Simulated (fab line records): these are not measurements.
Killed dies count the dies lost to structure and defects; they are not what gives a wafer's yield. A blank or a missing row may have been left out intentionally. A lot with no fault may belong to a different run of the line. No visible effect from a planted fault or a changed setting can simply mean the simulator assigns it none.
fab line records	flow n5Finfet
record: lots: 24	wafers: 72	lastDay: 19
route steps=1938 shown BEOL_M1@797
lots untouched by any fault: they come from a run of this same line in which no faults occurred
startH: start of the lot's first displayed wafer, in hours after the record's first day	waitH: time in hours since the lot's previous step	" same as the row above	L1.1+2: several wafers, shown together as one row	- value missing, or start not given	* or withheld: withheld	< > ~ a bound
route shown NAME@n: a module of which the file shows steps, and the number in the route of the first	usual: mean/standard deviation of fault-free wafers	same: alike in all rows	chamber/n: place in a boat	sites: per-site readings	_std_site: standard deviation across them	_edge_site: mean of outer sites minus mean of inner sites	radiusMm: how far each site lies from the wafer's centre	mask NAME#n: copy n	behind: tool/chamber where the wafer was last shaped	hold: what put the lot on hold/how long, in hours/how the hold closed	device: whichever transistor did not switch (one of n, p or np)	end of line: tests of these same wafers at the route's end	a step without rows: its recipe alone	killed: at the first sort, the dies lost to defects and structure; wafer yield is something else	map: shows each die of a wafer: x if killed, . if not, _ if none is there
set.NAME: the setting that was run; set.NAME@STEP: the one run at that earlier step	model.NAME: the simulator's own value behind a step, which no gauge read
steps of the route over a sample of lots; a table a step, a row a wafer
services: from which hour (startH, from the record's first day; less than 0 if before it) a tool's chamber was out of use, for how many hours, and why
== steps ==
step: N5_BEOL_M1_VIA_ETCH_34
recipe: chemistry: C4F6/O2	targetDepthA: 678	maskMaterial: SOC	pressureMtorr: 15	ionEnergyEv: 250	taperDeg: 4	timeS: 64.4	sourceW: 350	biasW: 170	Ar_flow_sccm: 300	C4F6_flow_sccm: 10	O2_flow_sccm: 10
usual: drypumpMotorCurrentA: 5.8/0.47	oes_o_777_au: 0.79/0.072	oesProductAu: 0.79/0.077	rfVppV: 671/7.4	showerheadPlenumPTorr: 2.83/0.09	throttleValvePct: 30.70/0.29
lot.wafer	tool	chamber	startH	waitH	drypumpMotorCurrentA	oes_o_777_au	oesProductAu	rfHoursCounterH	rfVppV	showerheadPlenumPTorr	throttleValvePct
L075.2	rieDiel-03	2	150.90	0.0	5.1	0.85	0.82	80	661	2.88	30.77
L075.4	"	0	"	"	5.5	0.93	0.97	4	683	2.90	30.54
L075.5	"	0	"	"	5.5	0.93	0.98	-	682	2.90	30.55
L074.2	rieDiel-01	2	151.54	0.0	5.9	0.79	0.79	91	676	2.98	30.65
L074.5	"	0	"	"	6.0	0.72	0.72	-	679	2.82	30.80
L074.6	"	3	"	"	6.2	0.89	0.88	-	672	2.77	30.24
L077.2	rieDiel-06	2	155.27	0.0	5.9	0.71	0.75	148	676	2.99	30.78
L077.3	"	3	"	"	6.0	0.77	0.75	141	675	2.84	30.60
L077.6	"	2	"	"	5.9	0.71	0.74	-	676	2.99	30.78
L078.1	rieDiel-01	0	155.46	0.0	6.1	0.73	0.71	166	680	2.82	30.80
L078.2	"	1	"	"	5.8	0.75	0.72	183	666	2.73	31.01
L078.6	"	1	"	"	5.8	0.75	0.72	-	667	2.73	31.01
L079.1	rieDiel-01	3	167.89	0.0	6.3	0.89	0.88	36	671	2.77	30.24
L079.4	"	2	"	"	5.8	0.78	0.79	96	677	2.98	30.67
L079.5	"	0	"	"	6.0	0.72	0.71	-	680	2.82	30.81
L076.2	rieDiel-01	3	171.78	0.0	6.2	0.88	0.88	37	670	2.77	30.22
L076.4	"	2	"	"	5.9	0.78	0.79	97	675	2.98	30.67
L076.6	"	3	"	"	6.3	0.89	0.89	-	670	2.77	30.23
L080.1	rieDiel-01	0	175.73	0.0	6.0	0.72	0.70	172	680	2.82	30.81
L080.3	"	2	"	"	5.9	0.79	0.78	99	677	2.98	30.67
L080.6	"	0	"	"	6.1	0.71	0.71	-	679	2.82	30.82
L081.3	rieDiel-06	3	176.01	0.0	6.0	0.77	0.75	147	674	2.83	30.61
L081.5	"	0	"	"	6.6	0.90	0.92	-	663	2.89	30.05
L081.6	"	3	"	"	5.9	0.76	0.75	-	673	2.83	30.61
L082.3	rieDiel-03	3	184.09	0.0	4.7	0.78	0.75	134	660	2.74	30.85
L082.5	"	3	"	"	4.7	0.78	0.77	-	660	2.74	30.85
L082.6	"	2	"	"	5.1	0.83	0.80	-	659	2.87	30.76
L083.2	rieDiel-06	3	184.19	0.0	6.0	0.77	0.74	149	674	2.83	30.60
L083.3	"	0	"	"	6.6	0.89	0.92	33	664	2.89	30.07
L083.4	"	1	"	"	5.2	0.96	0.94	11	655	2.93	31.05
L084.1	rieDiel-06	1	188.24	0.0	5.2	0.96	0.94	12	656	2.93	31.04
L084.4	"	0	"	"	6.6	0.88	0.90	34	664	2.89	30.06
L084.5	"	3	"	"	6.0	0.77	0.75	-	675	2.83	30.60
L085.4	rieDiel-01	3	195.04	0.0	6.2	0.87	0.87	45	671	2.76	30.24
L085.5	"	3	"	"	6.2	0.87	0.87	-	672	2.76	30.23
L085.6	"	2	"	"	5.9	0.78	0.78	-	674	2.98	30.69
L086.2	rieDiel-01	2	201.85	0.0	5.9	0.78	0.78	108	675	2.97	30.69
L086.5	"	1	"	"	5.8	0.73	0.71	-	666	2.73	31.03
L086.6	"	2	"	"	5.9	0.78	0.78	-	675	2.97	30.68
L087.4	rieDiel-03	0	208.96	0.0	5.5	0.88	0.90	23	682	2.89	30.58
L087.5	"	1	"	"	5.0	0.81	0.82	-	672	2.74	31.09
L087.6	"	0	"	"	5.5	0.88	0.91	-	683	2.89	30.58
L088.2	rieDiel-01	1	213.94	0.0	5.8	0.73	0.71	200	667	2.72	31.05
L088.3	"	3	"	"	6.3	0.87	0.86	51	671	2.76	30.25
L088.4	"	2	"	"	5.8	0.77	0.76	111	674	2.97	30.68
L089.1	rieDiel-01	3	221.98	0.0	6.3	0.86	0.86	54	671	2.76	30.25
L089.5	"	0	"	"	6.0	0.71	0.70	-	680	2.82	30.83
L089.6	"	1	"	"	5.8	0.73	0.71	-	665	2.72	31.05
L090.3	rieDiel-01	0	227.44	0.0	6.0	0.70	0.69	187	680	2.82	30.83
L090.4	"	2	"	"	5.9	0.77	0.76	115	675	2.97	30.68
L090.5	"	0	"	"	6.0	0.70	0.69	-	679	2.81	30.81
L091.1	rieDiel-01	1	235.65	0.0	5.8	0.73	0.72	207	666	2.72	31.04
L091.2	"	3	"	"	6.3	0.86	0.85	57	671	2.76	30.26
L091.4	"	0	"	"	6.1	0.71	0.70	189	680	2.81	30.84
L093.3	rieDiel-03	2	238.68	0.0	5.1	0.82	0.78	107	659	2.87	30.79
L093.4	"	1	"	"	5.0	0.80	0.81	113	671	2.74	31.10
L093.6	"	3	"	"	4.7	0.77	0.75	-	660	2.73	30.86
L092.1	rieDiel-01	1	243.00	0.0	5.8	0.74	0.71	209	666	2.72	31.05
L092.3	"	2	"	"	5.9	0.77	0.77	120	674	2.97	30.69
L092.5	"	1	"	"	5.8	0.72	0.71	-	667	2.72	31.04
L094.1	rieDiel-06	2	248.20	0.0	5.9	0.68	0.73	176	675	2.97	30.83
L094.2	"	0	"	"	6.6	0.86	0.88	52	664	2.88	30.08
L094.5	"	2	"	"	6.0	0.68	0.73	-	676	2.98	30.80
L096.2	rieDiel-01	1	257.01	0.0	5.8	0.72	0.71	213	665	2.72	31.05
L096.3	"	2	"	"	5.9	0.77	0.76	123	675	2.97	30.69
L096.6	"	3	"	"	6.2	0.85	0.85	-	671	2.76	30.25
L095.1	rieDiel-03	3	257.05	0.0	4.7	0.77	0.75	154	659	2.73	30.86
L095.4	"	1	"	"	5.0	0.79	0.80	119	670	2.74	31.09
L095.5	"	1	"	"	5.0	0.80	0.80	-	671	2.74	31.08
L097.3	rieDiel-01	2	265.35	0.0	5.8	0.75	0.76	125	676	2.97	30.71
L097.4	"	3	"	"	6.3	0.85	0.84	65	671	2.75	30.27
L097.5	"	0	"	"	6.0	0.70	0.69	-	679	2.81	30.84
step: N5_BEOL_M1_STRIP_36
recipe: chemistry: N2/H2	powerW: 450	tempC: 40	pressureMtorr: 20	rfFrequencyHz: 6e+07	overashFraction: 0.3	biasPowerW: 7	h2Frac: 0.5	n2FlowSccm: 200	h2FlowSccm: 200
usual: drypumpMotorCurrentA: 5.8/0.47	oesProductAu: 0.79/0.075	rfVppV: 59.2/1.4	showerheadPlenumPTorr: 2.53/0.081	throttleValvePct: 23.6/0.31
lot.wafer	tool	chamber	startH	waitH	drypumpMotorCurrentA	oesProductAu	rfHoursCounterH	rfVppV	showerheadPlenumPTorr	throttleValvePct
L075.2	rieDiel-03	2	150.96	0.0	5.1	0.80	80	59.3	2.58	23.7
L075.4	"	0	"	"	5.5	0.97	4	58.6	2.61	23.5
L075.5	"	0	"	"	5.5	0.96	-	62.5	2.61	23.5
L074.2	rieDiel-01	2	151.60	0.0	5.9	0.79	91	60.6	2.66	23.4
L074.5	"	0	"	"	6.0	0.71	-	61.0	2.54	23.8
L074.6	"	3	"	"	6.2	0.87	-	59.1	2.47	23.0
L077.2	rieDiel-06	2	155.33	0.0	6.0	0.76	149	58.2	2.65	23.5
L077.3	"	3	"	"	6.0	0.77	141	57.3	2.53	23.4
L077.6	"	2	"	"	6.0	0.75	-	60.4	2.65	23.6
L078.1	rieDiel-01	0	155.52	0.0	6.1	0.72	166	59.9	2.54	23.7
L078.2	"	1	"	"	5.8	0.71	183	56.9	2.43	23.9
L078.6	"	1	"	"	5.8	0.73	-	57.4	2.43	23.9
L079.1	rieDiel-01	3	167.95	0.0	6.2	0.88	36	60.3	2.47	23.1
L079.4	"	2	"	"	5.9	0.79	96	58.7	2.66	23.4
L079.5	"	0	"	"	6.0	0.71	-	60.6	2.54	23.8
L076.2	rieDiel-01	3	171.84	0.0	6.3	0.87	37	56.4	2.47	23.0
L076.4	"	2	"	"	5.9	0.78	98	62.4	2.66	23.4
L076.6	"	3	"	"	6.3	0.88	-	60.4	2.47	23.0
L080.1	rieDiel-01	0	175.79	0.0	6.0	0.71	172	59.1	2.53	23.8
L080.3	"	2	"	"	5.9	0.79	99	60.6	2.66	23.4
L080.6	"	0	"	"	6.1	0.70	-	58.0	2.53	23.8
L081.3	rieDiel-06	3	176.07	0.0	6.0	0.75	147	59.2	2.53	23.5
L081.5	"	0	"	"	6.6	0.93	-	58.9	2.60	23.2
L081.6	"	3	"	"	6.0	0.76	-	57.5	2.53	23.4
L082.3	rieDiel-03	3	184.15	0.0	4.7	0.76	134	60.2	2.44	24.0
L082.5	"	3	"	"	4.7	0.76	-	58.2	2.44	24.0
L082.6	"	2	"	"	5.1	0.79	-	57.9	2.58	23.7
L083.2	rieDiel-06	3	184.25	0.0	6.0	0.75	149	58.0	2.53	23.5
L083.3	"	0	"	"	6.6	0.90	33	59.0	2.60	23.1
L083.4	"	1	"	"	5.2	0.94	11	59.6	2.60	23.9
L084.1	rieDiel-06	1	188.30	0.0	5.2	0.92	12	59.3	2.60	23.9
L084.4	"	0	"	"	6.6	0.90	34	61.7	2.60	23.2
L084.5	"	3	"	"	6.0	0.76	-	59.3	2.53	23.5
L085.4	rieDiel-01	3	195.10	0.0	6.2	0.87	45	57.8	2.46	23.1
L085.5	"	3	"	"	6.3	0.87	-	59.2	2.46	23.1
L085.6	"	2	"	"	5.9	0.77	-	59.8	2.66	23.4
L086.2	rieDiel-01	2	201.91	0.0	5.9	0.76	108	56.2	2.66	23.4
L086.5	"	1	"	"	5.8	0.71	-	59.8	2.43	23.9
L086.6	"	2	"	"	5.9	0.78	-	58.3	2.66	23.4
L087.4	rieDiel-03	0	209.02	0.0	5.5	0.89	23	55.7	2.60	23.5
L087.5	"	1	"	"	5.0	0.82	-	57.7	2.46	23.9
L087.6	"	0	"	"	5.5	0.91	-	59.2	2.60	23.5
L088.2	rieDiel-01	1	214.00	0.0	5.8	0.70	200	58.4	2.43	23.9
L088.3	"	3	"	"	6.3	0.86	51	59.1	2.46	23.1
L088.4	"	2	"	"	5.9	0.78	111	62.8	2.65	23.4
L089.1	rieDiel-01	3	222.04	0.0	6.2	0.86	54	58.8	2.46	23.1
L089.5	"	0	"	"	6.0	0.70	-	58.2	2.53	23.8
L089.6	"	1	"	"	5.8	0.72	-	58.5	2.42	23.9
L090.3	rieDiel-01	0	227.50	0.0	6.1	0.70	187	56.7	2.53	23.8
L090.4	"	2	"	"	5.9	0.76	115	58.0	2.65	23.4
L090.5	"	0	"	"	6.0	0.71	-	59.1	2.53	23.8
L091.1	rieDiel-01	1	235.71	0.0	5.8	0.71	207	57.4	2.42	23.9
L091.2	"	3	"	"	6.3	0.84	57	58.3	2.46	23.1
L091.4	"	0	"	"	6.0	0.70	189	58.4	2.53	23.8
L093.3	rieDiel-03	2	238.74	0.0	5.1	0.77	107	61.6	2.57	23.8
L093.4	"	1	"	"	5.0	0.81	113	59.0	2.45	24.0
L093.6	"	3	"	"	4.7	0.75	-	58.3	2.44	24.0
L092.1	rieDiel-01	1	243.06	0.0	5.8	0.69	209	57.8	2.42	23.9
L092.3	"	2	"	"	5.9	0.76	120	58.3	2.65	23.4
L092.5	"	1	"	"	5.8	0.70	-	58.5	2.42	23.9
L094.1	rieDiel-06	2	248.26	0.0	6.0	0.74	176	60.7	2.63	23.6
L094.2	"	0	"	"	6.6	0.87	52	61.5	2.59	23.2
L094.5	"	2	"	"	6.0	0.74	-	58.7	2.63	23.6
L096.2	rieDiel-01	1	257.07	0.0	5.8	0.69	213	58.8	2.42	23.9
L096.3	"	2	"	"	5.9	0.76	123	59.0	2.65	23.4
L096.6	"	3	"	"	6.2	0.83	-	57.8	2.46	23.1
L095.1	rieDiel-03	3	257.11	0.0	4.7	0.76	154	60.1	2.43	24.0
L095.4	"	1	"	"	5.0	0.82	119	58.8	2.45	24.0
L095.5	"	1	"	"	5.0	0.80	-	59.8	2.45	23.9
L097.3	rieDiel-01	2	265.41	0.0	5.8	0.75	125	58.8	2.65	23.4
L097.4	"	3	"	"	6.3	0.85	65	58.6	2.45	23.1
L097.5	"	0	"	"	6.1	0.70	-	59.3	2.52	23.8
step: N5_BEOL_M1_SURFACE_TREAT_85
recipe: gas: Ar	timeS: *	ionEnergyEv: *	ionCurrentMaCm2: 0.5	pressureMtorr: *	arFlowSccm: 30
usual: throttleValvePct: *
lot.wafer	tool	chamber	startH	waitH	throttleValvePct
L075.2	pvdSputter-01	-	152.19	0.4	*
L075.4	"	-	"	"	*
L075.5	"	-	"	"	*
L074.2	pvdSputter-01	-	152.37	0.2	*
L074.5	"	-	"	"	*
L074.6	"	-	"	"	*
L077.2	pvdSputter-01	-	156.34	0.3	*
L077.3	"	-	"	"	*
L077.6	"	-	"	"	*
L078.1	pvdSputter-03	-	156.84	0.2	*
L078.2	"	-	"	"	*
L078.6	"	-	"	"	*
L079.1	pvdSputter-01	-	169.03	0.3	*
L079.4	"	-	"	"	*
L079.5	"	-	"	"	*
L076.2	pvdSputter-03	-	172.73	0.3	*
L076.4	"	-	"	"	*
L076.6	"	-	"	"	*
L080.1	pvdSputter-01	-	176.68	0.3	*
L080.3	"	-	"	"	*
L080.6	"	-	"	"	*
L081.3	pvdSputter-03	-	177.00	0.2	*
L081.5	"	-	"	"	*
L081.6	"	-	"	"	*
L082.3	pvdSputter-01	-	184.97	0.1	*
L082.5	"	-	"	"	*
L082.6	"	-	"	"	*
L083.2	pvdSputter-02	-	185.16	0.2	*
L083.3	"	-	"	"	*
L083.4	"	-	"	"	*
L084.1	pvdSputter-03	-	189.44	0.2	*
L084.4	"	-	"	"	*
L084.5	"	-	"	"	*
L085.4	pvdSputter-03	-	196.96	0.1	*
L085.5	"	-	"	"	*
L085.6	"	-	"	"	*
L086.2	pvdSputter-03	-	202.77	0.2	*
L086.5	"	-	"	"	*
L086.6	"	-	"	"	*
L087.4	pvdSputter-03	-	213.69	3.4	*
L087.5	"	-	"	"	*
L087.6	"	-	"	"	*
L088.2	pvdSputter-03	-	214.89	0.2	*
L088.3	"	-	"	"	*
L088.4	"	-	"	"	*
L089.1	pvdSputter-02	-	224.03	0.5	*
L089.5	"	-	"	"	*
L089.6	"	-	"	"	*
L090.3	pvdSputter-01	-	228.84	0.1	*
L090.4	"	-	"	"	*
L090.5	"	-	"	"	*
L091.1	pvdSputter-03	-	236.94	0.3	*
L091.2	"	-	"	"	*
L091.4	"	-	"	"	*
L093.3	pvdSputter-02	-	239.89	0.1	*
L093.4	"	-	"	"	*
L093.6	"	-	"	"	*
L092.1	pvdSputter-01	-	244.07	0.2	*
L092.3	"	-	"	"	*
L092.5	"	-	"	"	*
L094.1	pvdSputter-03	-	249.23	0.2	*
L094.2	"	-	"	"	*
L094.5	"	-	"	"	*
L095.1	pvdSputter-01	-	257.93	0.1	*
L095.4	"	-	"	"	*
L095.5	"	-	"	"	*
L096.2	pvdSputter-02	-	257.93	0.3	*
L096.3	"	-	"	"	*
L096.6	"	-	"	"	*
L097.3	pvdSputter-02	-	266.72	0.2	*
L097.4	"	-	"	"	*
L097.5	"	-	"	"	*
step: N5_BEOL_M1_SPUTTER_88
recipe: material: Cu	targetThkA: 45	tempC: -20	chamberPressurePa: 0.07	powerW: withheld	timeS: 8.29
usual: throttleValvePct: 30.2/0.95
lot.wafer	tool	chamber	startH	waitH	throttleValvePct
L075.2	pvdSputter-01	-	153.92	0.1	30.8
L075.4	"	-	"	"	30.0
L075.5	"	-	"	"	28.3
L074.2	pvdSputter-03	-	155.40	0.1	30.2
L074.5	"	-	"	"	29.9
L074.6	"	-	"	"	29.9
L077.2	pvdSputter-01	-	157.68	0.1	28.1
L077.3	"	-	"	"	30.7
L077.6	"	-	"	"	28.3
L078.1	pvdSputter-03	-	158.20	0.1	30.1
L078.2	"	-	"	"	31.3
L078.6	"	-	"	"	31.5
L079.1	pvdSputter-03	-	170.31	0.1	31.8
L079.4	"	-	"	"	30.3
L079.5	"	-	"	"	31.5
L076.2	pvdSputter-02	-	173.89	0.1	31.8
L076.4	"	-	"	"	29.8
L076.6	"	-	"	"	30.3
L080.1	pvdSputter-03	-	178.05	0.1	29.9
L080.3	"	-	"	"	31.7
L080.6	"	-	"	"	29.7
L081.3	pvdSputter-03	-	179.89	0.1	31.8
L081.5	"	-	"	"	29.9
L081.6	"	-	"	"	30.2
L082.3	pvdSputter-02	-	186.35	0.1	32.0
L082.5	"	-	"	"	30.3
L082.6	"	-	"	"	29.8
L083.2	pvdSputter-01	-	187.76	0.1	30.3
L083.3	"	-	"	"	30.2
L083.4	"	-	"	"	28.2
L084.1	pvdSputter-01	-	192.20	0.1	30.7
L084.4	"	-	"	"	30.0
L084.5	"	-	"	"	30.4
L085.4	pvdSputter-01	-	198.16	0.1	30.2
L085.5	"	-	"	"	30.3
L085.6	"	-	"	"	28.1
L086.2	pvdSputter-03	-	203.89	0.1	32.0
L086.5	"	-	"	"	31.1
L086.6	"	-	"	"	29.8
L087.4	pvdSputter-02	-	215.08	0.1	31.9
L087.5	"	-	"	"	31.8
L087.6	"	-	"	"	29.6
L088.2	pvdSputter-01	-	216.11	0.1	30.5
L088.3	"	-	"	"	30.3
L088.4	"	-	"	"	30.1
L089.1	pvdSputter-02	-	225.23	0.1	29.6
L089.5	"	-	"	"	31.9
L089.6	"	-	"	"	30.1
L090.3	pvdSputter-03	-	229.94	0.1	31.3
L090.4	"	-	"	"	31.6
L090.5	"	-	"	"	31.2
L091.1	pvdSputter-03	-	238.06	0.1	31.4
L091.2	"	-	"	"	31.2
L091.4	"	-	"	"	30.3
L093.3	pvdSputter-01	-	242.43	0.1	30.7
L093.4	"	-	"	"	28.1
L093.6	"	-	"	"	30.4
L092.1	pvdSputter-01	-	245.23	0.1	30.4
L092.3	"	-	"	"	28.3
L092.5	"	-	"	"	30.1
L094.1	pvdSputter-01	-	250.55	0.1	30.6
L094.2	"	-	"	"	30.0
L094.5	"	-	"	"	30.5
L096.2	pvdSputter-01	-	259.30	0.1	30.7
L096.3	"	-	"	"	28.2
L096.6	"	-	"	"	30.0
L095.1	pvdSputter-02	-	259.33	0.1	29.8
L095.4	"	-	"	"	29.7
L095.5	"	-	"	"	31.6
L097.3	pvdSputter-02	-	267.88	0.1	30.2
L097.4	"	-	"	"	29.7
L097.5	"	-	"	"	30.5
step: N5_BEOL_M1_ANNEAL_89
recipe: tempC: 400	timeS: 240	ambient: vacuum
usual: heaterPowerW: 848/85
lot.wafer	tool	chamber	startH	waitH	heaterPowerW
L075.2	pvdSputter-01	-	154.00	0.0	867
L075.4	"	-	"	"	705
L075.5	"	-	"	"	848
L074.2	pvdSputter-03	-	155.48	0.0	935
L074.5	"	-	"	"	944
L074.6	"	-	"	"	932
L077.2	pvdSputter-01	-	157.76	0.0	852
L077.3	"	-	"	"	883
L077.6	"	-	"	"	839
L078.1	pvdSputter-03	-	158.28	0.0	937
L078.2	"	-	"	"	804
L078.6	"	-	"	"	791
L079.1	pvdSputter-03	-	170.39	0.0	813
L079.4	"	-	"	"	937
L079.5	"	-	"	"	798
L076.2	pvdSputter-02	-	173.97	0.0	899
L076.4	"	-	"	"	887
L076.6	"	-	"	"	1008
L080.1	pvdSputter-03	-	178.13	0.0	946
L080.3	"	-	"	"	789
L080.6	"	-	"	"	936
L081.3	pvdSputter-03	-	179.97	0.0	789
L081.5	"	-	"	"	961
L081.6	"	-	"	"	932
L082.3	pvdSputter-02	-	186.43	0.0	901
L082.5	"	-	"	"	1024
L082.6	"	-	"	"	872
L083.2	pvdSputter-01	-	187.84	0.0	834
L083.3	"	-	"	"	880
L083.4	"	-	"	"	826
L084.1	pvdSputter-01	-	192.28	0.0	891
L084.4	"	-	"	"	831
L084.5	"	-	"	"	723
L085.4	pvdSputter-01	-	198.24	0.0	819
L085.5	"	-	"	"	807
L085.6	"	-	"	"	835
L086.2	pvdSputter-03	-	203.97	0.0	781
L086.5	"	-	"	"	715
L086.6	"	-	"	"	938
L087.4	pvdSputter-02	-	215.16	0.0	922
L087.5	"	-	"	"	891
L087.6	"	-	"	"	868
L088.2	pvdSputter-01	-	216.19	0.0	887
L088.3	"	-	"	"	715
L088.4	"	-	"	"	831
L089.1	pvdSputter-02	-	225.31	0.0	793
L089.5	"	-	"	"	918
L089.6	"	-	"	"	873
L090.3	pvdSputter-03	-	230.02	0.0	699
L090.4	"	-	"	"	782
L090.5	"	-	"	"	726
L091.1	pvdSputter-03	-	238.14	0.0	813
L091.2	"	-	"	"	710
L091.4	"	-	"	"	946
L093.3	pvdSputter-01	-	242.51	0.0	877
L093.4	"	-	"	"	878
L093.6	"	-	"	"	724
L092.1	pvdSputter-01	-	245.31	0.0	872
L092.3	"	-	"	"	823
L092.5	"	-	"	"	817
L094.1	pvdSputter-01	-	250.63	0.0	887
L094.2	"	-	"	"	738
L094.5	"	-	"	"	901
L096.2	pvdSputter-01	-	259.38	0.0	872
L096.3	"	-	"	"	848
L096.6	"	-	"	"	723
L095.1	pvdSputter-02	-	259.41	0.0	778
L095.4	"	-	"	"	884
L095.5	"	-	"	"	921
L097.3	pvdSputter-02	-	267.96	0.0	1010
L097.4	"	-	"	"	761
L097.5	"	-	"	"	1026
step: N5_BEOL_M1_ANNEAL_51
recipe: tempC: 225	timeS: 90	ambient: N2
usual: wafer_temp_C_max: 225.89/0.25
lot.wafer	tool	chamber	startH	waitH	wafer_temp_C_max
L075.2	rtpAnneal-01	0	155.04	0.1	225.76
L075.4	"	0	"	"	225.74
L075.5	"	0	"	"	225.73
L074.2	rtpAnneal-02	0	156.71	0.2	226.39
L074.5	"	0	"	"	226.67
L074.6	"	0	"	"	226.18
L077.2	rtpAnneal-02	0	158.80	0.1	225.95
L077.3	"	0	"	"	226.12
L077.6	"	0	"	"	226.31
L078.1	rtpAnneal-02	0	159.29	0.1	226.19
L078.2	"	0	"	"	226.28
L078.6	"	0	"	"	226.10
L079.1	rtpAnneal-02	0	171.75	0.4	226.22
L079.4	"	0	"	"	225.92
L079.5	"	0	"	"	226.09
L076.2	rtpAnneal-01	0	175.01	0.1	226.00
L076.4	"	0	"	"	225.57
L076.6	"	0	"	"	225.79
L080.1	rtpAnneal-01	0	179.13	0.1	225.70
L080.3	"	0	"	"	226.29
L080.6	"	0	"	"	225.65
L081.3	rtpAnneal-02	0	181.06	0.1	226.07
L081.5	"	0	"	"	225.81
L081.6	"	0	"	"	226.18
L082.3	rtpAnneal-01	0	187.52	0.1	226.03
L082.5	"	0	"	"	226.28
L082.6	"	0	"	"	225.90
L083.2	rtpAnneal-02	0	188.88	0.1	225.91
L083.3	"	0	"	"	225.74
L083.4	"	0	"	"	225.80
L084.1	rtpAnneal-01	0	193.28	0.1	225.57
L084.4	"	0	"	"	225.78
L084.5	"	0	"	"	225.78
L085.4	rtpAnneal-01	0	199.47	0.3	225.66
L085.5	"	0	"	"	225.56
L085.6	"	0	"	"	225.80
L086.2	rtpAnneal-01	0	205.01	0.1	225.71
L086.5	"	0	"	"	225.74
L086.6	"	0	"	"	225.69
L087.4	rtpAnneal-01	0	216.42	0.3	225.51
L087.5	"	0	"	"	225.61
L087.6	"	0	"	"	225.69
L088.2	rtpAnneal-01	0	217.28	0.2	225.51
L088.3	"	0	"	"	225.65
L088.4	"	0	"	"	225.62
L089.1	rtpAnneal-01	0	226.30	0.1	225.88
L089.5	"	0	"	"	225.86
L089.6	"	0	"	"	225.69
L090.3	rtpAnneal-02	0	231.11	0.1	226.53
L090.4	"	0	"	"	226.12
L090.5	"	0	"	"	226.52
L091.1	rtpAnneal-01	0	239.14	0.1	226.20
L091.2	"	0	"	"	225.97
L091.4	"	0	"	"	226.09
L093.3	rtpAnneal-02	0	243.59	0.1	225.90
L093.4	"	0	"	"	226.17
L093.6	"	0	"	"	226.23
L092.1	rtpAnneal-02	0	246.30	0.1	226.02
L092.3	"	0	"	"	226.10
L092.5	"	0	"	"	226.20
L094.1	rtpAnneal-01	0	251.68	0.1	226.30
L094.2	"	0	"	"	226.10
L094.5	"	0	"	"	225.69
L095.1	rtpAnneal-02	0	260.40	0.1	225.87
L095.4	"	0	"	"	225.88
L095.5	"	0	"	"	225.86
L096.2	rtpAnneal-01	0	260.42	0.1	225.85
L096.3	"	0	"	"	225.75
L096.6	"	0	"	"	225.94
L097.3	rtpAnneal-01	0	269.05	0.1	225.87
L097.4	"	0	"	"	225.92
L097.5	"	0	"	"	225.89
== services ==
tool	chamber	startH	hours	kind
pvdSputter-02	-	134.88	5.2	repair
pvdSputter-03	-	139.96	3.3	repair
rieDiel-03	-	143.10	1.2	repair
rieDiel-06	1	151.90	8.1	repair
rieDiel-01	-	164.46	0.3	repair
pvdSputter-02	-	168.67	3.0	repair
rieDiel-06	3	170.12	4.2	repair
rieDiel-06	2	224.10	3.8	repair
rieDiel-03	2	257.70	2.6	repair
== key ==
fault none
